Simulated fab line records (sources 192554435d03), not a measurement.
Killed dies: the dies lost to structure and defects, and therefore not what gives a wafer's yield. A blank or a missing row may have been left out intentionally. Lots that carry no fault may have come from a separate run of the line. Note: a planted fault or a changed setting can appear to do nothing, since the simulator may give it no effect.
What tool caused it? -- flow n5 finfet -- 24 lots, 72 wafers sampled, at 4 steps of a route of 1938

== WHAT EACH GAUGE READ, for each wafer ==
N5_BEOL_M2_RS_MEAS_58: a four-point-probe measurement. Usual: M2_RS 0.68 ohm/sq, standard deviation 0.044.
lot,measured,on,M2_RS (ohm/sq),flag
L076,day 7 05:43,film metro-02,0.66 0.64 0.68,
L074,day 7 07:05,film metro-02,0.66 0.74 0.68,
L075,day 7 08:51,film metro-01,0.69 0.73 0.67,
L077,day 7 19:08,film metro-01,0.56 0.62 0.66,
L078,day 7 23:49,film metro-01,0.64 0.60 0.69,
L079,day 8 02:28,film metro-01,0.70 0.58 0.57,
L080,day 8 15:38,film metro-01,0.67 0.64 0.63,
L081,day 8 23:36,film metro-02,0.63 0.76 0.66,
L082,day 9 01:14,film metro-01,0.70 0.64 0.68,
L083,day 9 08:08,film metro-01,0.66 0.75 0.69,
L084,day 9 08:43,film metro-02,0.61 0.77 0.67,
L085,day 9 21:09,film metro-01,0.71 0.59 0.69,
L086,day 10 01:54,film metro-02,0.66 0.67 0.66,
L088,day 10 09:55,film metro-02,0.68 0.65 0.68,
L087,day 10 14:50,film metro-02,0.65 0.69 0.71,
L089,day 10 23:58,film metro-01,0.80 0.66 0.72,
L090,day 11 05:47,film metro-01,0.69 0.73 0.72,
L091,day 11 06:41,film metro-02,0.64 0.68 0.66,
L092,day 11 19:59,film metro-01,0.76 0.68 0.75,
L093,day 11 20:04,film metro-02,0.66 0.66 0.66,
L094,day 11 21:13,film metro-01,0.71 0.75 0.66,
L095,day 12 10:06,film metro-02,0.67 0.61 0.62,
L096,day 12 15:28,film metro-02,0.70 0.72 0.68,
L097,day 12 18:47,film metro-01,0.69 0.71 0.69,

N5_BEOL_M2_INSPECT_59: inspects for defects (darkfield). Usual: raw defect count reads 68 (standard deviation 22).
lot,measured,on,raw defect count,flag
L076,day 7 05:45,defect inspect-02,33 72 53,
L074,day 7 07:06,defect inspect-02,31 46 45,
L075,day 7 08:52,defect inspect-02,65 62 84,
L077,day 7 19:10,defect inspect-01,40 59 54,
L078,day 7 23:50,defect inspect-01,65 45 52,
L079,day 8 02:29,defect inspect-01,35 37 37,
L080,day 8 15:40,defect inspect-01,90 116 66,
L081,day 8 23:38,defect inspect-02,83 41 84,
L082,day 9 01:16,defect inspect-01,90 57 85,
L083,day 9 08:10,defect inspect-01,79 78 119,
L084,day 9 08:44,defect inspect-01,76 67 110,
L085,day 9 21:10,defect inspect-01,90 95 98,
L086,day 10 01:55,defect inspect-01,49 41 69,
L088,day 10 09:57,defect inspect-02,89 90 82,
L087,day 10 14:52,defect inspect-02,55 103 82,
L089,day 10 23:59,defect inspect-02,88 51 70,
L090,day 11 05:49,defect inspect-02,60 57 49,
L091,day 11 06:43,defect inspect-01,70 59 44,
L092,day 11 20:01,defect inspect-02,74 101 77,
L093,day 11 20:05,defect inspect-01,34 39 43,
L094,day 11 21:14,defect inspect-01,79 82 86,
L095,day 12 10:07,defect inspect-02,107 65 113,
L096,day 12 15:29,defect inspect-01,78 71 73,
L097,day 12 18:49,defect inspect-01,72 37 48,

N5_BEOL_M3_CD_MEAS_35: target cd 18 nm, target cd y 21 nm. Usual: cd nm reads 17.7 nm (standard deviation 0.43).
lot,measured,on,cd nm (nm),flag
L076,day 7 10:49,cd sem-02,18.4 17.7 18.6,
L074,day 7 10:51,cd sem-02,17.3 17.2 17.4,
L075,day 7 14:23,cd sem-02,17.7 17.6 17.8,
L077,day 7 21:59,cd sem-03,18.1 16.9 17.9,
L078,day 8 05:37,cd sem-02,18.4 17.6 18.5,
L079,day 8 09:52,cd sem-03,17.9 18.0 18.3,
L080,day 8 20:31,cd sem-03,18.2 17.9 18.1,
L081,day 9 04:01,cd sem-01,17.8 18.1 17.4,
L082,day 9 05:07,cd sem-03,17.3 17.6 17.8,
L083,day 9 13:14,cd sem-03,18.2 17.6 18.1,
L084,day 9 18:03,cd sem-02,17.0 18.1 17.8,
L085,day 10 01:44,cd sem-02,17.9 17.2 18.0,
L086,day 10 11:19,cd sem-03,17.5 17.4 17.3,
L088,day 10 19:21,cd sem-02,17.6 17.3 18.1,
L087,day 10 19:26,cd sem-01,17.3 17.6 17.8,
L089,day 11 07:45,cd sem-02,17.9 18.3 17.3,
L090,day 11 11:16,cd sem-01,17.2 17.8 18.0,
L091,day 11 11:19,cd sem-03,16.8 17.0 17.1,
L092,day 12 00:33,cd sem-02,18.0 18.4 17.4,
L093,day 12 01:38,cd sem-03,17.2 18.2 17.2,
L094,day 12 06:11,cd sem-02,16.9 17.4 17.4,
L095,day 12 14:42,cd sem-01,16.6 17.9 16.6,
L096,day 13 00:07,cd sem-03,17.9 17.1 17.8,
L097,day 13 04:11,cd sem-02,17.8 17.6 17.4,

== WHICH TOOL RAN EACH LOT (tool, then ch and the chambers of the sampled wafers, then the start) ==
lot,N5_BEOL_M3_STRIP_66
L076,"rie diel-02 ch 2,3, day 7 08:29"
L074,"rie diel-03 ch 1,3, day 7 08:47"
L075,"rie diel-06 ch 1,2, day 7 10:46"
L077,"rie diel-06 ch 0,2,3, day 7 20:15"
L078,"rie diel-02 ch 0,2,3, day 8 02:25"
L079,"rie diel-02 ch 0,2,3, day 8 03:41"
L080,"rie diel-06 ch 0,2, day 8 18:25"
L081,"rie diel-02 ch 0,2, day 9 01:56"
L082,"rie diel-06 ch 1,2,3, day 9 02:43"
L083,"rie diel-03 ch 2,3, day 9 11:20"
L084,"rie diel-03 ch 0,1,3, day 9 11:33"
L085,"rie diel-06 ch 0,1,3, day 9 22:19"
L086,"rie diel-02 ch 1,2, day 10 03:07"
L088,"rie diel-02 ch 0,2,3, day 10 11:34"
L087,"rie diel-03 ch 0,2,3, day 10 16:53"
L089,"rie diel-06 ch 0,2, day 11 01:32"
L090,"rie diel-02 ch 0,2, day 11 08:45"
L091,"rie diel-03 ch 0,1,3, day 11 08:56"
L092,"rie diel-02 ch 0,3, day 11 20:55"
L093,"rie diel-03 ch 1,2,3, day 11 21:08"
L094,"rie diel-02 ch 0,1, day 11 23:52"
L095,"rie diel-03 ch 0,1, day 12 11:47"
L096,"rie diel-03 ch 0,2, day 12 17:44"
L097,"rie diel-06 ch 0,1,3, day 12 20:52"
- N5_BEOL_M3_STRIP_66: strips in CF4.

== WHAT THE TOOLS THEMSELVES READ (means of the sampled wafers that have a number; where no wafer has one, the mark that the record gives instead) ==
N5_BEOL_M3_STRIP_66. Usual: bias power w 74.96 W, standard deviation 0.24; drypump motor current A 5.9 A, standard deviation 0.47; oes product au 0.80 a.u., standard deviation 0.09; rf vpp V 271.2 V, standard deviation 1.4; showerhead plenum p Torr 1.80 Torr, standard deviation 0.047; throttle valve pct 13.6 %, standard deviation 0.32.
lot,tool,bias power w (W),drypump motor current A (A),oes product au (a.u.),rf vpp V (V),showerhead plenum p Torr (Torr),throttle valve pct (%),flag
L076,rie diel-02,74.59,5.5,0.80,270.4,1.76,13.6,
L074,rie diel-03,74.77,5.7,0.71,271.7,1.82,13.9,
L075,rie diel-06,74.75,5.4,0.83,271.0,1.80,13.8,
L077,rie diel-06,74.97,5.6,0.82,272.3,1.84,13.6,
L078,rie diel-02,74.72,5.9,0.74,271.1,1.80,13.7,
L079,rie diel-02,74.97,5.9,0.74,271.6,1.80,13.7,
L080,rie diel-06,74.89,5.6,0.77,270.4,1.82,13.9,
L081,rie diel-02,75.11,6.1,0.88,270.9,1.80,13.5,
L082,rie diel-06,75.04,5.4,0.84,271.7,1.82,13.5,
L083,rie diel-03,74.92,6.3,0.83,272.9,1.84,13.5,
L084,rie diel-03,74.79,5.9,0.79,270.8,1.78,13.6,
L085,rie diel-06,74.92,5.7,0.85,271.4,1.82,13.4,
L086,rie diel-02,74.67,6.5,0.84,271.1,1.80,13.4,
L088,rie diel-02,75.03,5.9,0.81,271.9,1.80,13.5,
L087,rie diel-03,74.90,6.2,0.83,271.8,1.80,13.4,
L089,rie diel-06,74.91,5.8,0.78,271.0,1.81,13.9,
L090,rie diel-02,75.03,6.2,0.75,271.4,1.83,13.5,
L091,rie diel-03,74.88,5.9,0.77,270.8,1.77,13.7,
L092,rie diel-02,74.96,5.6,0.75,271.0,1.79,13.5,
L093,rie diel-03,74.85,6.0,0.76,271.2,1.80,13.8,
L094,rie diel-02,75.19,6.5,0.74,271.6,1.83,13.5,
L095,rie diel-03,74.77,6.0,0.84,270.1,1.73,13.4,
L096,rie diel-03,75.11,6.5,0.88,270.7,1.79,13.3,
L097,rie diel-06,74.87,5.7,0.82,271.7,1.82,13.5,

== THE ANSWER, worked out from the rows above alone ==
Rule: take the mean of a lot's wafers that have a number; if it is more than 3 standard deviations from the usual mean, the lot is off. Also off: a lot with no number at a reading for which 4 or more lots have one. Where the step has rows for the other lots, those lots are counted as sound. After the gauges, taken in route order, come the tools' own readings; for these a lot's mean is taken, as printed above. At the first step where some lot is off, the reading lying furthest off is the one used; lots without a number count as furthest.
None of the lots is off at any reading shown; this tells nothing.

== WHAT HAD BEEN PUT IN BY THE SIMULATOR ==
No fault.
